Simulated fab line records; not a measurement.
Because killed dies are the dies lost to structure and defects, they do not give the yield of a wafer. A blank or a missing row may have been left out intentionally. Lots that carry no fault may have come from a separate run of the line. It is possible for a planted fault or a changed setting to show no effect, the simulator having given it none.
fab line records ; flow n5Finfet
record lots=7; wafers=21
route steps=1938 shown BEOL_M9@1401 BEOL_M10@1477
startH: hours from the record's first day to the start of the lot's first wafer shown ; waitH: how many hours have passed since the lot's step before this one ; " same as the row above ; L1.1+2: a single row standing in for several wafers ; - no value, or no start was given ; * or withheld: withheld ; < > ~ a bound
route shown NAME@n: NAME is a module with steps in the file, n the number in the route of the first one ; usual: the fault-free wafers' mean and standard deviation ; same: alike in all rows ; chamber/n: place in a boat ; sites: readings site by site ; _std_site: how widely they spread, as a standard deviation ; _edge_site: the outer-site mean with the inner-site mean subtracted ; radiusMm: how far each site lies from the wafer's centre ; mask NAME#n: copy n ; behind: the tool/chamber that last shaped the wafer ; hold: cause of the lot's hold/its duration in hours/its outcome ; device: the n, p or np transistor that did not switch ; end of line: the route-end tests of the same wafers ; a step with no rows: only its recipe ; killed: at the first sort, the dies lost to defects and structure; wafer yield is something else ; map: per-die view of a wafer (x killed, . not killed, _ where there is no die)
set.NAME: the setting the step ran with; set.NAME@STEP: the setting that earlier step ran with ; model.NAME: the simulator's own value behind a step, which no gauge read
lots whose settings were changed on purpose; a table a step, a row a wafer
## steps
# step N5_BEOL_M9_ILD_DEP_00
# recipe material=SiCOH_lowk; targetThkA=3085.1; tempC=300; precursor=DEMS/porogen; pressureTorr=5; rfW=500; timeS=58
lot.wafer;tool;chamber;startH;waitH;set.timeS;model.SiCOH_lowk_of_BEOL_M9_ILD_DEP_00.thkNm
L078.1;pecvd-02;1;251.86;0.0;63.9;340.2
L078.4;pecvd-02;2;251.86;0.0;58;308.2
L078.5;pecvd-02;0;251.86;0.0;58;313.4
L081.2;pecvd-04;1;278.02;0.0;53.05;285.2
L081.3;pecvd-04;2;278.02;0.0;58;309.2
L081.5;pecvd-04;1;278.02;0.0;58;313.2
L080.3;pecvd-02;2;288.06;0.0;58;306.4
L080.4;pecvd-02;2;288.06;0.0;62.03;328.8
L080.6;pecvd-02;1;288.06;0.0;62.03;336.2
L088.1;pecvd-01;0;319.33;0.0;58;304.2
L088.3;pecvd-01;1;319.33;0.0;58;310
L088.5;pecvd-01;2;319.33;0.0;62.14;334.4
L091.1;pecvd-02;2;326.71;0.0;58;308
L091.2;pecvd-02;0;326.71;0.0;58;309.4
L091.6;pecvd-02;0;326.71;0.0;58;317
L093.1;pecvd-01;0;360.21;0.0;58;300.6
L093.2;pecvd-01;2;360.21;0.0;64.21;338.6
L093.4;pecvd-01;0;360.21;0.0;58;304.4
L096.2;pecvd-01;1;382.23;0.0;58;307.2
L096.5;pecvd-01;1;382.23;0.0;64.81;344
L096.6;pecvd-01;0;382.23;0.0;64.81;343.2
# step N5_BEOL_M9_CURE_71
# recipe tempC=385; timeS=240; ambient=He/Ar; material=SiCOH_lowk
lot.wafer;tool;chamber;startH;waitH;set.timeS@BEOL_M9_ILD_DEP_00;model.SiCOH_lowk_of_BEOL_M9_ILD_DEP_00.thkNm
L078.1;uvCure-03;2;251.94;0.0;63.9;296.2
L078.4;uvCure-03;2;251.94;0.0;58;267.6
L078.5;uvCure-03;2;251.94;0.0;58;272.4
L081.2;uvCure-01;1;278.60;0.6;53.05;247.4
L081.3;uvCure-01;1;278.60;0.6;58;268.6
L081.5;uvCure-01;1;278.60;0.6;58;272
L080.3;uvCure-02;1;288.30;0.2;58;266.2
L080.4;uvCure-02;1;288.30;0.2;62.03;286
L080.6;uvCure-02;1;288.30;0.2;62.03;292.4
L088.1;uvCure-01;0;319.41;0.0;58;264.2
L088.3;uvCure-01;0;319.41;0.0;58;269.4
L088.5;uvCure-01;0;319.41;0.0;62.14;290.8
L091.1;uvCure-02;1;326.79;0.0;58;267.6
L091.2;uvCure-02;1;326.79;0.0;58;268.8
L091.6;uvCure-02;1;326.79;0.0;58;275.6
L093.1;uvCure-03;2;360.29;0.0;58;261
L093.2;uvCure-03;2;360.29;0.0;64.21;294.6
L093.4;uvCure-03;2;360.29;0.0;58;264.4
L096.2;uvCure-01;1;382.47;0.2;58;266.8
L096.5;uvCure-01;1;382.47;0.2;64.81;299.4
L096.6;uvCure-01;1;382.47;0.2;64.81;298.8
# step N5_BEOL_M9_THK_MEAS_01
# recipe reads=SiCOH_lowk_of_BEOL_M9_ILD_DEP_00
# usual M9_ILD_THK=269/3.6
lot.wafer;tool;chamber;startH;waitH;set.timeS@BEOL_M9_ILD_DEP_00;M9_ILD_THK[nm]
L078.1;filmMetro-01;-;252.45;0.4;63.9;297
L078.4;filmMetro-01;-;252.45;0.4;58;267
L078.5;filmMetro-01;-;252.45;0.4;58;272
L081.2;filmMetro-02;-;279.03;0.4;53.05;247
L081.3;filmMetro-02;-;279.03;0.4;58;269
L081.5;filmMetro-02;-;279.03;0.4;58;272
L080.3;filmMetro-02;-;288.65;0.3;58;266
L080.4;filmMetro-02;-;288.65;0.3;62.03;286
L080.6;filmMetro-02;-;288.65;0.3;62.03;292
L088.1;filmMetro-01;-;319.92;0.4;58;264
L088.3;filmMetro-01;-;319.92;0.4;58;270
L088.5;filmMetro-01;-;319.92;0.4;62.14;291
L091.1;filmMetro-01;-;327.30;0.4;58;267
L091.2;filmMetro-01;-;327.30;0.4;58;269
L091.6;filmMetro-01;-;327.30;0.4;58;276
L093.1;filmMetro-02;-;360.80;0.4;58;261
L093.2;filmMetro-02;-;360.80;0.4;64.21;295
L093.4;filmMetro-02;-;360.80;0.4;58;264
L096.2;filmMetro-02;-;383.31;0.7;58;267
L096.5;filmMetro-02;-;383.31;0.7;64.81;299
L096.6;filmMetro-02;-;383.31;0.7;64.81;299
# step N5_BEOL_M9_EXPOSE_08
# recipe maskId=M9; na=1.35; sourceShape=dipole; sigmaInner=0.411; sigmaOuter=0.611; polarization=te; doseMj=53.75
lot.wafer;tool;chamber;startH;waitH;mask;set.doseMj
L078.1;arfiScanner-03;0;253.90;-;M9#0;54.91
L078.4+5;arfiScanner-03;0;253.90;-;M9#0;53.75
L081.2+3;arfiScanner-03;0;280.60;-;M9#0;52.43
L081.5;arfiScanner-03;0;280.60;-;M9#0;53.75
L080.3;arfiScanner-03;0;289.35;-;M9#0;52.18
L080.4+6;arfiScanner-03;0;289.35;-;M9#0;53.75
L088.1+3;arfiScanner-02;0;320.87;-;M9#0;56.77
L088.5;arfiScanner-02;0;320.87;-;M9#0;53.75
L091.1+2+6;arfiScanner-01;0;329.87;-;M9#0;53.75
L093.1+2;arfiScanner-03;0;362.60;-;M9#0;55.96
L093.4;arfiScanner-03;0;362.60;-;M9#0;53.75
L096.2+5;arfiScanner-02;0;384.74;-;M9#0;50.74
L096.6;arfiScanner-02;0;384.74;-;M9#0;53.75
# step N5_BEOL_M9_PEB_09
# recipe pebTempC=withheld; pebTimeS=60; resist=CAR-ArF
# step N5_BEOL_M9_DEVELOP_10
# recipe developTimeS=30; developer=TMAH; resist=CAR-ArF; rinseLiquid=diw; dry=airSpin; devTempC=23
# step N5_BEOL_M9_CD_MEAS_11
# recipe targetCdNm=64.1; landingEnergyEv=500; detector=seInlens; polarity=opening
# usual cdNm=64.3/0.55
lot.wafer;tool;chamber;startH;waitH;set.doseMj@BEOL_M9_EXPOSE_08;cdNm
L078.1;cdSem-03;0;254.03;-;54.91;65.4
L078.4;cdSem-03;0;254.03;-;53.75;64.1
L078.5;cdSem-03;0;254.03;-;53.75;64.0
L081.2;cdSem-01;0;280.72;-;52.43;63.2
L081.3;cdSem-01;0;280.72;-;52.43;63.2
L081.5;cdSem-01;0;280.72;-;53.75;64.9
L080.3;cdSem-01;0;289.47;-;52.18;63.2
L080.4;cdSem-01;0;289.47;-;53.75;63.8
L080.6;cdSem-01;0;289.47;-;53.75;64.5
L088.1;cdSem-03;0;320.99;-;56.77;67.1
L088.3;cdSem-03;0;320.99;-;56.77;67.8
L088.5;cdSem-03;0;320.99;-;53.75;64.3
L091.1;cdSem-02;0;330.00;-;53.75;64.4
L091.2;cdSem-02;0;330.00;-;53.75;64.9
L091.6;cdSem-02;0;330.00;-;53.75;64.5
L093.1;cdSem-02;0;362.73;-;55.96;66.8
L093.2;cdSem-02;0;362.73;-;55.96;66.1
L093.4;cdSem-02;0;362.73;-;53.75;63.2
L096.2;cdSem-01;0;384.86;-;50.74;61.8
L096.5;cdSem-01;0;384.86;-;50.74;61.5
L096.6;cdSem-01;0;384.86;-;53.75;65.0
# step N5_BEOL_M9_DESCUM_16
# recipe chemistry=O2; timeS=7.9; sourcePowerW=50; biasPowerW=20; pressureMtorr=20; rfFrequencyHz=2.712e+07; tempC=40; resist=CAR-ArF; o2FlowSccm=225
# step N5_BEOL_M9_ETCH_61
# recipe chemistry=CF4; target=SiARC; targetDepthA=390; maskMaterial=CAR-ArF; timeS=65; ionEnergyEv=80; pressureMtorr=40; sourceW=545; biasW=36; Ar_flow_sccm=100; cf4FlowSccm=100; ends=cleared
lot.wafer;tool;chamber;startH;waitH;set.doseMj@BEOL_M9_EXPOSE_08;model.BEOL_M9.cdOffsetNm
L078.1;rieDiel-01;1;255.87;0.0;54.91;1.4
L078.4;rieDiel-01;2;255.87;0.0;53.75;0.2
L078.5;rieDiel-01;3;255.87;0.0;53.75;0
L081.2;rieDiel-03;0;280.92;0.0;52.43;-1.4
L081.3;rieDiel-03;3;280.92;0.0;52.43;-0.6
L081.5;rieDiel-03;3;280.92;0.0;53.75;0.8
L080.3;rieDiel-01;3;289.61;0.0;52.18;-1.4
L080.4;rieDiel-01;2;289.61;0.0;53.75;0.4
L080.6;rieDiel-01;0;289.61;0.0;53.75;-0.2
L088.1;rieDiel-02;1;321.12;0.0;56.77;2.8
L088.3;rieDiel-02;0;321.12;0.0;56.77;3.8
L088.5;rieDiel-02;3;321.12;0.0;53.75;0.6
L091.1;rieDiel-02;3;330.12;0.0;53.75;0.6
L091.2+6;rieDiel-02;0,2;330.12;0.0;53.75;0.4
L093.1;rieDiel-03;2;362.92;0.0;55.96;2.4
L093.2;rieDiel-03;1;362.92;0.0;55.96;2.2
L093.4;rieDiel-03;3;362.92;0.0;53.75;-0.8
L096.2;rieDiel-01;2;385.35;0.0;50.74;-2.2
L096.5;rieDiel-01;3;385.35;0.0;50.74;-2.8
L096.6;rieDiel-01;0;385.35;0.0;53.75;1
# step N5_BEOL_M9_ETCH_62
# recipe chemistry=N2/H2; target=SOC; targetDepthA=1100; overetchA=220; maskMaterial=SiARC; tempC=40; timeS=165; ionEnergyEv=200; pressureMtorr=30; sourceW=840; biasW=150; n2FlowSccm=200; h2FlowSccm=200
# step N5_BEOL_M9_STRIP_68
# recipe chemistry=N2/H2; tempC=40; n2FlowSccm=200; h2FlowSccm=200; rfFrequencyHz=6e+07
# step N5_BEOL_M9_HM_OPEN_17
# recipe chemistry=Cl2/BCl3; targetDepthA=200; overetchA=60; target=TiN; maskMaterial=SOC; ionEnergyEv=150; pressureMtorr=10; icpW=1000; biasW=126; Cl2_flow_sccm=53.25; bcl3FlowSccm=21.75; Ar_flow_sccm=25
# step N5_BEOL_M9_STRIP_19
# recipe chemistry=O2; powerW=400; tempC=40; pressureMtorr=30; rfFrequencyHz=6e+07; biasPowerW=0; overashFraction=0.2; o2FlowSccm=225
# step N5_BEOL_M9_CD_MEAS_18
# recipe pitchNm=140; targetCdNm=70
# usual cdNm=70.1/0.69
lot.wafer;tool;chamber;startH;waitH;set.doseMj@BEOL_M9_EXPOSE_08;cdNm
L078.1;cdSem-01;-;256.31;0.0;54.91;71.4
L078.4;cdSem-01;-;256.31;0.0;53.75;70.1
L078.5;cdSem-01;-;256.31;0.0;53.75;69.9
L081.2;cdSem-03;-;281.49;0.1;52.43;68.1
L081.3;cdSem-03;-;281.49;0.1;52.43;69.8
L081.5;cdSem-03;-;281.49;0.1;53.75;70.8
L080.3;cdSem-03;-;290.03;0.1;52.18;68.1
L080.4;cdSem-03;-;290.03;0.1;53.75;69.7
L080.6;cdSem-03;-;290.03;0.1;53.75;69.7
L088.1;cdSem-01;-;321.53;0.0;56.77;72.6
L088.3;cdSem-01;-;321.53;0.0;56.77;73.6
L088.5;cdSem-01;-;321.53;0.0;53.75;70.4
L091.1;cdSem-01;-;330.63;0.0;53.75;71.2
L091.2;cdSem-01;-;330.63;0.0;53.75;71.2
L091.6;cdSem-01;-;330.63;0.0;53.75;70.7
L093.1;cdSem-01;-;363.44;0.1;55.96;72.7
L093.2;cdSem-01;-;363.44;0.1;55.96;72.2
L093.4;cdSem-01;-;363.44;0.1;53.75;69.2
L096.2;cdSem-02;-;385.95;0.1;50.74;67.6
L096.5;cdSem-02;-;385.95;0.1;50.74;67.2
L096.6;cdSem-02;-;385.95;0.1;53.75;70.9
# step N5_BEOL_M9_COAT_63
# recipe resist=SOC; tempC=250; timeS=60; spinRpm=1500; resistThkNm=60
# step N5_BEOL_M9_COAT_64
# recipe resist=SiARC; tempC=220; timeS=60; spinRpm=1500; resistThkNm=12
# step N5_BEOL_M9_PRECLEAN_42
# recipe chemistry=residueRemover; timeS=60; tempC=40
# step N5_BEOL_M9_SRD_43
# recipe timeS=30; tempC=23; rinseLiquid=diw; dry=ipaMarangoni
# step N5_BEOL_M9_CD_MEAS_35
# recipe targetCdNm=70; targetCdYNm=40; polarity=opening
# usual cdNm=70.1/0.68
lot.wafer;tool;chamber;startH;waitH;set.doseMj@BEOL_M9_EXPOSE_08;cdNm
L078.1;cdSem-02;-;265.77;0.0;54.91;71.0
L078.4;cdSem-02;-;265.77;0.0;53.75;70.6
L078.5;cdSem-02;-;265.77;0.0;53.75;69.6
L081.2;cdSem-01;-;284.43;0.0;52.43;67.9
L081.3;cdSem-01;-;284.43;0.0;52.43;69.5
L081.5;cdSem-01;-;284.43;0.0;53.75;71.1
L080.3;cdSem-02;-;292.91;0.0;52.18;68.2
L080.4;cdSem-02;-;292.91;0.0;53.75;70.0
L080.6;cdSem-02;-;292.91;0.0;53.75;69.6
L088.1;cdSem-01;-;322.71;0.0;56.77;72.6
L088.3;cdSem-01;-;322.71;0.0;56.77;73.4
L088.5;cdSem-01;-;322.71;0.0;53.75;70.4
L091.1;cdSem-02;-;332.07;0.0;53.75;71.3
L091.2;cdSem-02;-;332.07;0.0;53.75;70.9
L091.6;cdSem-02;-;332.07;0.0;53.75;70.4
L093.1;cdSem-02;-;365.82;0.0;55.96;72.5
L093.2;cdSem-02;-;365.82;0.0;55.96;72.5
L093.4;cdSem-02;-;365.82;0.0;53.75;69.3
L096.2;cdSem-02;-;387.33;0.0;50.74;67.7
L096.5;cdSem-02;-;387.33;0.0;50.74;67.1
L096.6;cdSem-02;-;387.33;0.0;53.75;71.1
# step N5_BEOL_M10_COAT_05
# recipe resist=CAR-ArF; spinRpm=1500; resistThkNm=90
lot.wafer;tool;chamber;startH;waitH;set.spinRpm;model.CAR-ArF_of_BEOL_M10_COAT_05.thkNm
L078.1;lithoTrack-02;0;-;-;1500;90.2
L078.4;lithoTrack-02;0;-;-;1500;90
L078.5;lithoTrack-02;0;-;-;1563;88.4
L081.2+5;lithoTrack-01;0;-;-;1500;90
L081.3;lithoTrack-01;0;-;-;1500;89.8
L080.3;lithoTrack-02;0;-;-;1500;90.4
L080.4;lithoTrack-02;0;-;-;1500;90.2
L080.6;lithoTrack-02;0;-;-;1370;94.8
L088.1;lithoTrack-01;0;-;-;1500;90.8
L088.3;lithoTrack-01;0;-;-;1500;90.2
L088.5;lithoTrack-01;0;-;-;1353;95
L091.1;lithoTrack-01;0;-;-;1500;90
L091.2+6;lithoTrack-01;0;-;-;1500;89.8
L093.1;lithoTrack-01;0;-;-;1500;90
L093.2;lithoTrack-01;0;-;-;1546;88.6
L093.4;lithoTrack-01;0;-;-;1546;88.4
L096.2;lithoTrack-01;0;-;-;1500;90.2
L096.5;lithoTrack-01;0;-;-;1438;92.4
L096.6;lithoTrack-01;0;-;-;1438;92
## key
split step=N5_BEOL_M9_ILD_DEP_00; setting=timeS; stated=58; by=wafer
response step=N5_BEOL_M9_ILD_DEP_00; reading=model.SiCOH_lowk_of_BEOL_M9_ILD_DEP_00.thkNm; change=+3.24; per=1%; r=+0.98
response step=N5_BEOL_M9_CURE_71; reading=model.SiCOH_lowk_of_BEOL_M9_ILD_DEP_00.thkNm; change=+2.87; per=1%; r=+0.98
response step=N5_BEOL_M9_THK_MEAS_01; reading=M9_ILD_THK; change=+2.88; per=1%; r=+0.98
split step=N5_BEOL_M9_EXPOSE_08; setting=doseMj; stated=53.75; by=wafer
response step=N5_BEOL_M9_CD_MEAS_11; reading=cdNm; change=+0.602; per=1%; r=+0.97
response step=N5_BEOL_M9_ETCH_61; reading=model.BEOL_M9.cdOffsetNm; change=+0.597; per=1%; r=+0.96
response step=N5_BEOL_M9_CD_MEAS_18; reading=cdNm; change=+0.605; per=1%; r=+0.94
response step=N5_BEOL_M9_CD_MEAS_35; reading=cdNm; change=+0.614; per=1%; r=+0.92
split step=N5_BEOL_M10_COAT_05; setting=spinRpm; stated=1500; by=wafer
response step=N5_BEOL_M10_COAT_05; reading=model.CAR-ArF_of_BEOL_M10_COAT_05.thkNm; change=-0.479; per=1%; r=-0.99
